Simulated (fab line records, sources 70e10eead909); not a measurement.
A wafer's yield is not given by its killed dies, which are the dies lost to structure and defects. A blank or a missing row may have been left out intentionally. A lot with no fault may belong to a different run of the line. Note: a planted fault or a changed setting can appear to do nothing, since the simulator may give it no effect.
fab line records + flow nand-harc
record:
- lots: 5
- wafers: 15
- last-day: 32
route steps=1302 shown A_CONTACT@988 END@1302
lots untouched by any fault: they come from a run of this same line in which no faults occurred
start-h: the number of hours between the record's first day and the start of the first shown wafer of the lot + wait-h: hours elapsed since this lot's preceding step + " unchanged from the row above + L1.1+2: several wafers, shown together as one row + - no value, or no start was given + * or withheld: withheld + < > ~ a bound
route shown NAME@n: names a module that has steps shown in the file, with the first one's number in the route + usual: the fault-free wafers' mean and standard deviation + same: alike in all rows + chamber/n: place in a boat + sites: the reading at each site + _std_site: their standard deviation + _edge_site: inner sites' mean taken away from outer sites' mean + radius-mm: how far each site lies from the wafer's centre + mask NAME#n: copy n + behind: the tool/chamber that last shaped the wafer + hold: cause of the lot's hold/its duration in hours/its outcome + device: names the non-switching transistor (n, p or np) + end of line: the route-end tests of the same wafers + a step given without rows: its recipe and nothing more + killed: at the first sort, the dies lost to defects and structure; wafer yield is something else + map: dies across one wafer; x = killed, . = not, _ = none there
set.NAME: the setting as run; set.NAME@STEP: as run at that earlier step + model.NAME: the simulator's own value behind a step, which no gauge read
a table for each step, a row for each wafer; lots at some steps of the route
services: from which hour (start-h, from the record's first day; less than 0 if before it) a tool's chamber was out of use, for how many hours, and why
== steps ==
step: NHARC_A_CONTACT_HMDS_33
recipe:
- time-s: 30
step: NHARC_A_CONTACT_COAT_34
recipe:
- temp-c: 260
- time-s: 75
step: NHARC_A_CONTACT_COAT_35
recipe:
- temp-c: 225
- time-s: 65
step: NHARC_A_CONTACT_COAT_36
recipe:
- spin-rpm: 1500
- resist-thk-nm: 90
step: NHARC_A_CONTACT_SOFTBAKE_37
recipe:
- temp-c: 105
- time-s: 55
step: NHARC_A_CONTACT_EBR_38
step: NHARC_A_CONTACT_EXPOSE_39
recipe:
- na: 1.35
- sigma-outer: 0.8
- dose-mj: 58.79
- mask-id: A_CC_3
step: NHARC_A_CONTACT_PEB_40
recipe:
- peb-temp-c: 100
- peb-time-s: 65
step: NHARC_A_CONTACT_DEVELOP_41
recipe:
- develop-time-s: 35
- dev-temp-c: 23
step: NHARC_A_CONTACT_CD_MEAS_42
recipe:
- target-cd-nm: 300
- landing-energy-ev: 500
usual:
- cd-nm: 299.5/0.63
| lot.wafer | tool      | chamber | start-h | wait-h | cd-nm |
|-----------|-----------|---------|---------|--------|-------|
| L211.1    | cd-sem-01 | 0       | 595.01  | -      | 299.3 |
| L211.2    | "         | 0       | "       | "      | 298.7 |
| L211.4    | "         | 0       | "       | "      | 299.5 |
| L218.2    | cd-sem-02 | 0       | 662.77  | -      | 299.8 |
| L218.4    | "         | 0       | "       | "      | 299.6 |
| L218.6    | "         | 0       | "       | "      | 298.4 |
| L217.1    | cd-sem-02 | 0       | 664.58  | -      | 300.3 |
| L217.2    | "         | 0       | "       | "      | 300.2 |
| L217.6    | "         | 0       | "       | "      | 300.3 |
| L221.1    | cd-sem-03 | 0       | 689.52  | -      | 300.4 |
| L221.4    | "         | 0       | "       | "      | 300.2 |
| L221.6    | "         | 0       | "       | "      | 300.1 |
| L220.2    | cd-sem-03 | 0       | 689.84  | -      | 300.6 |
| L220.5    | "         | 0       | "       | "      | 299.9 |
| L220.6    | "         | 0       | "       | "      | 301.0 |
step: NHARC_A_CONTACT_OVL_MEAS_43
usual:
- overlay-x-nm: -0.1/0.95
- overlay-y-nm: 0.1/0.85
| lot.wafer | tool       | chamber | start-h | wait-h | overlay-x-nm | overlay-y-nm |
|-----------|------------|---------|---------|--------|--------------|--------------|
| L211.1    | overlay-01 | -       | 595.10  | -      | 0.9          | -0.9         |
| L211.2    | "          | -       | "       | "      | 0.8          | -1.4         |
| L211.4    | "          | -       | "       | "      | 0.4          | -1.0         |
| L218.2    | overlay-02 | -       | 662.86  | -      | -1.6         | 1.2          |
| L218.4    | "          | -       | "       | "      | -1.0         | 1.0          |
| L218.6    | "          | -       | "       | "      | -1.2         | 0.8          |
| L217.1    | overlay-01 | -       | 664.67  | -      | 0.2          | -0.8         |
| L217.2    | "          | -       | "       | "      | 0.4          | -0.2         |
| L217.6    | "          | -       | "       | "      | 0.4          | -0.6         |
| L221.1    | overlay-02 | -       | 689.61  | -      | 0.1          | 1.3          |
| L221.4    | "          | -       | "       | "      | -0.5         | 1.3          |
| L221.6    | "          | -       | "       | "      | -0.9         | 1.5          |
| L220.2    | overlay-02 | -       | 689.92  | -      | -0.3         | -0.8         |
| L220.5    | "          | -       | "       | "      | -0.2         | -0.6         |
| L220.6    | "          | -       | "       | "      | 0.2          | -0.5         |
step: NHARC_A_CONTACT_INSPECT_44
usual:
- raw-defect-count: 86/29
| lot.wafer | tool              | chamber | start-h | wait-h | raw-defect-count |
|-----------|-------------------|---------|---------|--------|------------------|
| L211.1    | defect-inspect-01 | -       | 595.13  | 0.0    | 60               |
| L211.2    | "                 | -       | "       | "      | 56               |
| L211.4    | "                 | -       | "       | "      | 64               |
| L218.2    | defect-inspect-02 | -       | 662.89  | 0.0    | 70               |
| L218.4    | "                 | -       | "       | "      | 68               |
| L218.6    | "                 | -       | "       | "      | 55               |
| L217.1    | defect-inspect-02 | -       | 664.70  | 0.0    | 123              |
| L217.2    | "                 | -       | "       | "      | 121              |
| L217.6    | "                 | -       | "       | "      | 110              |
| L221.1    | defect-inspect-02 | -       | 689.64  | 0.0    | 54               |
| L221.4    | "                 | -       | "       | "      | 43               |
| L221.6    | "                 | -       | "       | "      | 43               |
| L220.2    | defect-inspect-02 | -       | 689.96  | 0.0    | 135              |
| L220.5    | "                 | -       | "       | "      | 134              |
| L220.6    | "                 | -       | "       | "      | 132              |
step: NHARC_A_CONTACT_DESCUM_47
recipe:
- time-s: 3
- o2-flow-sccm: 200
- ar-flow-sccm: 0
- bias-power-w: 0
- chemistry: O2
usual:
- drypump-motor-current-A: 5.7/0.45
- oes-product-au: 1.004/0.012
- rf-vpp-V: 57.9/0.81
- run-length-s: 23.9/0.31
- showerhead-plenum-p-Torr: 1.94/0.077
- throttle-valve-pct: 11.311/0.0092
| lot.wafer | tool        | chamber | start-h | wait-h | drypump-motor-current-A | oes-product-au | rf-hours-counter-h | rf-vpp-V | run-length-s | showerhead-plenum-p-Torr | throttle-valve-pct |
|-----------|-------------|---------|---------|--------|-------------------------|----------------|--------------------|----------|--------------|--------------------------|--------------------|
| L211.1    | rie-diel-04 | 1       | 595.21  | 0.1    | 6.0                     | 1.001          | 11                 | 58.1     | 25.4         | 1.87                     | 11.311             |
| L211.2    | "           | 2       | "       | "      | 6.1                     | 1.019          | 9                  | 58.1     | 24.6         | 2.02                     | 11.300             |
| L211.4    | "           | 2       | "       | "      | 6.1                     | 1.015          | -                  | 57.7     | 24.0         | 2.02                     | 11.307             |
| L218.4    | rie-diel-04 | 3       | 662.95  | 0.1    | 5.2                     | 0.996          | 19                 | 58.0     | 23.8         | 1.85                     | 11.316             |
| L218.2    | "           | 1       | "       | "      | 5.9                     | 1.007          | 25                 | 58.9     | 23.9         | 1.87                     | 11.310             |
| L218.6    | "           | 0       | "       | "      | 5.5                     | 1.007          | -                  | 58.7     | 24.3         | 1.98                     | 11.318             |
| L217.2    | rie-diel-11 | 3       | 664.77  | 0.1    | 5.5                     | 1.025          | 16                 | 57.2     | 23.8         | 1.85                     | 11.317             |
| L217.1    | "           | 1       | "       | "      | 4.9                     | 0.995          | 11                 | 57.2     | 23.6         | 2.06                     | 11.309             |
| L217.6    | "           | 3       | "       | "      | 5.5                     | 1.026          | -                  | 59.3     | 23.9         | 1.85                     | 11.310             |
| L221.1    | rie-diel-01 | 0       | 689.70  | 0.1    | 5.9                     | 1.003          | 37                 | 57.5     | 24.0         | 1.96                     | 11.310             |
| L221.4    | "           | 2       | "       | "      | 6.7                     | 1.015          | 38                 | 58.1     | 23.9         | 2.01                     | 11.304             |
| L221.6    | "           | 0       | "       | "      | 5.8                     | 1.008          | -                  | 58.4     | 23.9         | 1.96                     | 11.321             |
| L220.2    | rie-diel-04 | 2       | 690.03  | 0.1    | 6.1                     | 1.000          | 29                 | 58.4     | 24.2         | 2.02                     | 11.311             |
| L220.6    | "           | 1       | "       | "      | 6.0                     | 1.007          | -                  | 57.6     | 24.2         | 1.87                     | 11.312             |
| L220.5    | "           | 2       | "       | "      | 6.1                     | 1.008          | -                  | 58.6     | 24.7         | 2.02                     | 11.285             |
step: NHARC_A_CONTACT_ETCH_48
recipe:
- target-depth-a: 390
- over-etch-frac: 0.3
- time-s: 65
- ion-energy-ev: 80
- cf4-flow-sccm: 150
- ar-flow-sccm: 0
- rf-w: 300
- bias-w: 100
- chemistry: CF4
usual:
- drypump-motor-current-A: 5.7/0.47
- oes-product-au: 1.006/0.012
- rf-vpp-V: 151.6/0.98
- showerhead-plenum-p-Torr: 1.79/0.065
- throttle-valve-pct: 13.285/0.0099
| lot.wafer | tool        | chamber | start-h | wait-h | drypump-motor-current-A | oes-product-au | rf-hours-counter-h | rf-vpp-V | showerhead-plenum-p-Torr | throttle-valve-pct |
|-----------|-------------|---------|---------|--------|-------------------------|----------------|--------------------|----------|--------------------------|--------------------|
| L211.1    | rie-diel-04 | 0       | 595.30  | 0.1    | 5.5                     | 1.008          | 12                 | 152.3    | 1.83                     | 13.283             |
| L211.2    | "           | 1       | "       | "      | 5.9                     | 0.997          | 11                 | 150.9    | 1.73                     | 13.300             |
| L211.4    | "           | 1       | "       | "      | 5.9                     | 0.988          | -                  | 150.3    | 1.73                     | 13.277             |
| L218.4    | rie-diel-04 | 0       | 663.04  | 0.1    | 5.5                     | 1.001          | 23                 | 150.9    | 1.82                     | 13.282             |
| L218.2    | "           | 3       | "       | "      | 5.2                     | 0.985          | 19                 | 150.0    | 1.71                     | 13.278             |
| L218.6    | "           | 1       | "       | "      | 6.0                     | 1.002          | -                  | 150.7    | 1.73                     | 13.284             |
| L217.2    | rie-diel-11 | 0       | 665.01  | 0.2    | 4.6                     | 1.013          | 16                 | 149.1    | 1.72                     | 13.283             |
| L217.1    | "           | 2       | "       | "      | 5.9                     | 1.000          | 12                 | 151.5    | 1.74                     | 13.283             |
| L217.6    | "           | 0       | "       | "      | 4.7                     | 1.012          | -                  | 150.5    | 1.72                     | 13.291             |
| L221.1    | rie-diel-01 | 3       | 689.79  | 0.1    | 5.7                     | 1.008          | 38                 | 150.7    | 1.73                     | 13.277             |
| L221.4    | "           | 0       | "       | "      | 5.8                     | 1.006          | 37                 | 152.2    | 1.81                     | 13.289             |
| L221.6    | "           | 3       | "       | "      | 5.7                     | 1.009          | -                  | 152.6    | 1.73                     | 13.284             |
| L220.2    | rie-diel-04 | 0       | 690.12  | 0.1    | 5.5                     | 1.007          | 28                 | 152.2    | 1.82                     | 13.283             |
| L220.5    | "           | 1       | "       | "      | 6.0                     | 1.010          | -                  | 150.3    | 1.73                     | 13.292             |
| L220.6    | "           | 2       | "       | "      | 6.1                     | 1.008          | -                  | 152.7    | 1.86                     | 13.292             |
step: NHARC_END_SORT_01
recipe:
- temp-c: 25
usual:
- killed-at-array: 54/12
- killed-at-other: 0.7/1.1
- killed-at-periphery: 3.9/2.8
- killed-dies: 59/13
- killed-open: 3.4/2
- killed-short: 2.5/1.7
same:
- gross-dies: 677
| lot.wafer | tool      | chamber | start-h | wait-h | killed-at-array | killed-at-other | killed-at-periphery | killed-dies | killed-open | killed-short |
|-----------|-----------|---------|---------|--------|-----------------|-----------------|---------------------|-------------|-------------|--------------|
| L211.1    | prober-01 | 0       | 665.93  | 2.5    | 46              | 1               | 10                  | 57          | 7           | 1            |
| L211.2    | prober-01 | 0       | 666.73  | 2.8    | 45              | 0               | 3                   | 48          | 3           | 2            |
| L211.4    | prober-01 | 0       | 668.34  | 3.4    | 43              | 0               | 6                   | 49          | 1           | 0            |
| L218.2    | prober-01 | 0       | 732.36  | 2.8    | 42              | 0               | 1                   | 43          | 2           | 0            |
| L218.4    | prober-01 | 0       | 733.96  | 3.4    | 39              | 1               | 3                   | 43          | 6           | 2            |
| L218.6    | prober-01 | 0       | 735.55  | 4.0    | 41              | 2               | 7                   | 50          | 4           | 6            |
killed by level:class
L211.1 A_SLIT:chamber-film-flake=23 A_CONTACT:chamber-film-flake=8 P_CONTACT:chamber-film-flake=6 A_CHANNEL_HOLE_D1:chamber-film-flake=5 A_CHANNEL_HOLE_D2:chamber-film-flake=3 P_M0:geometric-particle:open=2 P_CONTACT:geometric-particle:open=1 A_CHANNEL_FILL_D1:geometric-particle:open=1
L211.2 A_SLIT:chamber-film-flake=26 A_CHANNEL_HOLE_D2:chamber-film-flake=5 A_CONTACT:chamber-film-flake=5 A_CHANNEL_HOLE_D1:chamber-film-flake=4 P_CONTACT:chamber-film-flake=2 P_M0:geometric-particle:open=1 A_CHANNEL_FILL_D1:geometric-particle:short=1 A_CHANNEL_FILL_D1:geometric-particle:open=1
L211.4 A_SLIT:chamber-film-flake=24 A_CHANNEL_HOLE_D2:chamber-film-flake=6 A_CONTACT:chamber-film-flake=4 P_CONTACT:chamber-film-flake=3 A_CHANNEL_HOLE_D1:chamber-film-flake=3 P_ZERO_WELL:chamber-film-flake=2 A_STAIRCASE:chamber-film-flake=2 A_WL_FILL:chamber-film-flake=2
L218.2 A_CHANNEL_HOLE_D1:chamber-film-flake=30 A_SLIT:chamber-film-flake=6 A_CONTACT:chamber-film-flake=2 P_M0:geometric-particle:open=1 A_WL_FILL:geometric-particle:open=1 A_STAIRCASE:chamber-film-flake=1 A_WL_FILL:chamber-film-flake=1 A_M1:chamber-film-flake=1
L218.4 A_CHANNEL_HOLE_D1:chamber-film-flake=26 A_CONTACT:chamber-film-flake=5 A_SLIT:chamber-film-flake=2 P_M1:geometric-particle:open=1 P_M2:geometric-particle:open=1 A_CHANNEL_HOLE_D1:geometric-particle:open=1 A_ONON_D2:geometric-particle:short=1 A_ONON_D2:geometric-particle:open=1
L218.6 A_CHANNEL_HOLE_D1:chamber-film-flake=24 A_STAIRCASE:chamber-film-flake=4 A_SLIT:chamber-film-flake=4 P_GATE:chamber-film-flake=3 A_ONON_D2:geometric-particle:short=2 THIN_TSV:chamber-film-flake=2 P_M0:geometric-particle:open=1 P_M0:geometric-particle:short=1
== services ==
| tool        | chamber | start-h | hours | kind   |
|-------------|---------|---------|-------|--------|
| rie-diel-04 | 0       | 590.82  | -     | clean  |
| rie-diel-04 | 1       | 590.82  | -     | clean  |
| rie-diel-04 | 2       | 590.82  | -     | clean  |
| rie-diel-04 | 3       | 590.82  | -     | clean  |
| rie-diel-04 | 3       | 593.28  | 13.2  | repair |
| rie-diel-11 | -       | 611.35  | 9.0   | pm     |
| rie-diel-04 | 0       | 615.32  | -     | clean  |
| rie-diel-04 | 1       | 615.32  | -     | clean  |
| rie-diel-04 | 2       | 615.32  | -     | clean  |
| rie-diel-04 | 3       | 615.32  | -     | clean  |
| rie-diel-04 | 0       | 636.13  | 3.6   | repair |
| rie-diel-04 | 0       | 640.28  | -     | clean  |
| rie-diel-04 | 1       | 640.28  | -     | clean  |
| rie-diel-04 | 2       | 640.28  | -     | clean  |
| rie-diel-04 | 3       | 640.28  | -     | clean  |
| rie-diel-01 | 3       | 649.53  | 15.0  | repair |
| rie-diel-04 | 0       | 664.85  | -     | clean  |
| rie-diel-04 | 1       | 664.85  | -     | clean  |
| rie-diel-04 | 2       | 664.85  | -     | clean  |
| rie-diel-04 | 3       | 664.85  | -     | clean  |
| rie-diel-01 | 0       | 670.29  | 4.2   | repair |
| rie-diel-11 | 3       | 671.47  | 6.9   | repair |
| rie-diel-04 | 0       | 689.35  | -     | clean  |
| rie-diel-04 | 1       | 689.35  | -     | clean  |
== key ==
first-sign:
- step: NHARC_A_CONTACT_DESCUM_47
- reading: run-length-s
- direction: up
- sigmas: 5
- usual: *
- struck: *
effect none on later readings
met-at NHARC_A_CONTACT_DESCUM_47
struck-wafers L211.1
tester-left-out L211
fault:
- kind: process-parameter-drift
- tool: rie-diel-04
- chamber: 1
- onset-h: 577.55
- steps: NHARC_A_CONTACT_DESCUM_47
- channel: time-s
- offset: *
- shape: step
- end-h: 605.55
- acts-in: *
- stated: *
tester-left-out: of these lots the tester's yield and bins aren't shown, on N5 and GAA mostly nor the transistor test; their killed dies are dies lost to structure and defects alone, not to doping, threshold or leakage, so they don't give the yield
